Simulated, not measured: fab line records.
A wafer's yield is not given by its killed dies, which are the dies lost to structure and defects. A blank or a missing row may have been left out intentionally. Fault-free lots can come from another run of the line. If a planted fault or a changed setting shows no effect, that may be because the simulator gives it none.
Which tool was responsible? ; flow nandHarc ; 11 lots with 33 wafers sampled at 5 steps, on a route of 1159 steps

== WHAT THE GAUGES READ, wafer by wafer ==
NHARC_END_SORT_01.
lot;measured;on;killedAtArray;killedAtOther;killedAtPeriphery;killedDies;killedOpen;killedShort
L228;day 21 10:02;prober-01;30 24 37;0 0 0;0 0 0;30 24 37;3 2 4;2 3 4
L234;day 23 21:36;prober-01;674 37 27;1 0 0;2 1 0;677 38 27;3 3 1;2 0 1
L238;day 24 17:58;prober-02;14 673 21;1 1 0;1 3 2;16 677 23;3 3 4;1 1 2

== TOOL THAT RAN EACH LOT (tool first, then ch and the chambers of the sampled wafers, then the start) ==
lot;NHARC_A_STAIRCASE_ETCH_170;NHARC_A_STAIRCASE_TRIM_12;NHARC_A_STAIRCASE_ETCH_21;NHARC_A_STAIRCASE_ETCH_23
L218;rieDiel-01 ch 0,2,3, day 10 19:49 or earlier;rieDiel-04 ch 0,1,3, day 10 19:49;rieDiel-01 ch 0,1,2, no start;rieDiel-01 ch 0,2,3, no start
L219;rieDiel-01 ch 0,1, day 11 10:51 or earlier;rieDiel-01 ch 0,2,3, day 11 10:51;rieDiel-01 ch 0,1,3, no start;rieDiel-01 ch 1,2, no start
L226;rieDiel-08 ch 0,2, day 12 13:18 or earlier;rieDiel-04 ch 0,1, day 12 13:18;rieDiel-01 ch 0,3, no start;rieDiel-01 ch 0,1,3, no start
L228;rieDiel-01 ch 0,1, day 13 02:26 or earlier;rieDiel-08 ch 0,1,2, day 13 02:26;rieDiel-08 ch 0,2,3, day 21 10:02 or earlier;rieDiel-08 ch 0,1,2, day 21 10:02 or earlier
L231;rieDiel-01 ch 0,1, day 14 00:09 or earlier;rieDiel-01 ch 0,1,3, day 14 00:09;rieDiel-01 ch 0,2,3, no start;rieDiel-01 ch 1,3, no start
L230;rieDiel-08 ch 0,2,3, day 14 07:05 or earlier;rieDiel-08 ch 1,2,3, day 14 07:05;rieDiel-04 ch 1,2,3, no start;rieDiel-04 ch 0,2,3, no start
L229;rieDiel-04 ch 0,2,3, day 14 07:20 or earlier;rieDiel-04 ch 0,2, day 14 07:20;rieDiel-08 ch 0,2,3, no start;rieDiel-08 ch 0,1,2, no start
L234;rieDiel-04 ch 1,2,3, day 14 19:28 or earlier;rieDiel-04 ch 0,2, day 14 19:28;rieDiel-08 ch 0,1,3, day 23 21:36 or earlier;rieDiel-08 ch 0,1,2, day 23 21:36 or earlier
L238;rieDiel-01 ch 0,3, day 15 17:38 or earlier;rieDiel-04 ch 0,3, day 15 17:38;rieDiel-08 ch 0,2,3, day 24 17:58 or earlier;rieDiel-08 ch 0,2,3, day 24 17:58 or earlier
L241;rieDiel-08 ch 0,1,2, day 16 13:01 or earlier;rieDiel-01 ch 0,1, day 16 13:01;rieDiel-04 ch 1,2,3, no start;rieDiel-04 ch 0,2,3, no start
L240;rieDiel-08 ch 2,3, day 16 21:11 or earlier;rieDiel-01 ch 2,3, day 16 21:11;rieDiel-04 ch 2,3, no start;rieDiel-04 ch 0,2,3, no start
- NHARC_A_STAIRCASE_ETCH_170: etches the open film in C4F6/O2, target depth 200 nm, time 66.667 s.
- NHARC_A_STAIRCASE_TRIM_12: chemistry O2, time 211.2 s.
- NHARC_A_STAIRCASE_ETCH_21: etches the open film in C4F8/O2, target depth 100 nm, time 40.5 s.
- NHARC_A_STAIRCASE_ETCH_23: etches the open film in C4F8/O2, target depth 100 nm, time 40.5 s.

== AS READ BY THE TOOLS THEMSELVES (means over the sampled wafers that have a number; for cases with no such wafer, the mark the record gives instead) ==
NHARC_A_STAIRCASE_ETCH_170.
lot;tool;chamberPressureMTorr (mTorr);drypumpMotorCurrentA (A);oesProductAu (a.u.);rfVppV (V);showerheadPlenumPTorr (Torr);throttleValvePct (%)
L218;rieDiel-01;29.994;5.3;0.976;550;4.06;26.903
L219;rieDiel-01;30.014;5.7;0.929;548;3.96;26.907
L226;rieDiel-08;30.024;5.7;0.950;546;3.86;26.899
L228;rieDiel-01;29.998;5.6;0.969;545;3.84;26.897
L231;rieDiel-01;29.993;5.6;0.932;545;3.84;26.907
L230;rieDiel-08;29.977;5.5;0.987;545;3.84;26.898
L229;rieDiel-04;29.999;6.0;0.980;548;3.88;26.904
L234;rieDiel-04;30.021;5.7;0.977;546;3.84;26.908
L238;rieDiel-01;30.022;5.4;0.966;550;4.07;26.901
L241;rieDiel-08;29.994;5.8;0.979;546;3.88;26.908
L240;rieDiel-08;29.995;5.3;0.990;547;4.00;26.903

NHARC_A_STAIRCASE_TRIM_12.
lot;tool;chamberPressureMTorr (mTorr);drypumpMotorCurrentA (A);oesProductAu (a.u.);rfVppV (V);showerheadPlenumPTorr (Torr);throttleValvePct (%)
L218;rieDiel-04;59.93;5.9;0.999;57.1;3.51;17.047
L219;rieDiel-01;60.01;5.3;0.991;58.5;3.65;17.032
L226;rieDiel-04;60.01;5.6;1.004;57.7;3.57;17.037
L228;rieDiel-08;60.01;5.8;0.989;57.1;3.50;17.039
L231;rieDiel-01;60.04;5.5;0.993;58.4;3.56;17.033
L230;rieDiel-08;59.95;5.7;1.000;57.4;3.49;17.031
L229;rieDiel-04;60.00;5.6;0.991;57.8;3.53;17.043
L234;rieDiel-04;59.99;5.6;0.912;58.5;3.53;17.044
L238;rieDiel-04;59.96;6.4;0.913;58.0;3.44;17.043
L241;rieDiel-01;60.07;5.6;0.989;57.3;3.44;17.030
L240;rieDiel-01;60.00;4.9;1.002;59.2;3.59;17.033

NHARC_A_STAIRCASE_ETCH_21.
lot;tool;chamberPressureMTorr (mTorr);oesProductAu (a.u.);rfVppV (V)
L218;rieDiel-01;25.005;0.966;897
L219;rieDiel-01;25.006;0.944;897
L226;rieDiel-01;25.002;0.958;901
L228;rieDiel-08;24.996;0.948;893
L231;rieDiel-01;24.992;0.947;900
L230;rieDiel-04;24.999;0.967;893
L229;rieDiel-08;24.984;0.940;893
L234;rieDiel-08;24.997;0.961;888
L238;rieDiel-08;24.979;0.966;893
L241;rieDiel-04;25.006;0.970;893
L240;rieDiel-04;25.014;0.948;891

NHARC_A_STAIRCASE_ETCH_23.
lot;tool;chamberPressureMTorr (mTorr);oesProductAu (a.u.);rfVppV (V)
L218;rieDiel-01;25.005;0.955;901
L219;rieDiel-01;25.004;0.954;892
L226;rieDiel-01;24.998;0.932;897
L228;rieDiel-08;25.009;0.945;896
L231;rieDiel-01;25.010;0.940;893
L230;rieDiel-04;24.998;0.957;895
L229;rieDiel-08;25.001;0.938;894
L234;rieDiel-08;25.018;0.938;895
L238;rieDiel-08;25.008;0.946;893
L241;rieDiel-04;25.012;0.951;895
L240;rieDiel-04;25.001;0.950;894

== THE ANSWER, worked out from the rows above alone ==
Rule: the usual values come from the lots themselves. Put in order of their means at a reading, lots are off if they are a third of the lots or fewer, leave a main group of 4 or more, and stand apart from it by a gap of 3 or more times the standard deviation of the main group's means; of several such gaps the widest counts. A main group is skipped when, at the precision printed for the reading in the tables above, its means are all equal. Also off: a lot with no number at a reading for which 4 or more lots have one. Any other lot the step has rows for is counted as sound. First the gauges in route order, then the tools' own readings, where a lot's mean is used as printed above. The first step at which some lot is off is used, and at that step the reading that is off furthest; a lot without a number counts as furthest.
Off: L234, L238, at NHARC_A_STAIRCASE_TRIM_12 (oesProductAu). The main group has a mean of 0.995 a.u. with a standard deviation of 0.0056.
If a tool, at that step or one of the process steps before it, ran each lot that is off and ran no sound lot following the first of them, it fits. With no start given for some of its lots, NHARC_A_STAIRCASE_ETCH_170 uses the hours and lot order of NHARC_A_STAIRCASE_TRIM_12. One fits: rieDiel-04 at NHARC_A_STAIRCASE_TRIM_12. Its last sound lot is L229 (day 14 07:20), its first lot that is off L234 (day 14 19:28): a fault that began between those two fits.
On the lots that are off, the tool's own readings at NHARC_A_STAIRCASE_TRIM_12 differ by more than 5 times the standard deviation of the sound lots' means, which bears it out; oesProductAu reads 0.913 a.u. there versus 0.995 a.u. on the sound lots.

== WHAT WAS PUT IN BY THE SIMULATOR ==
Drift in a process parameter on rieDiel-04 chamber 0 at NHARC_A_STAIRCASE_TRIM_12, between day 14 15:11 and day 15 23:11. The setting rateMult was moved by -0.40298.
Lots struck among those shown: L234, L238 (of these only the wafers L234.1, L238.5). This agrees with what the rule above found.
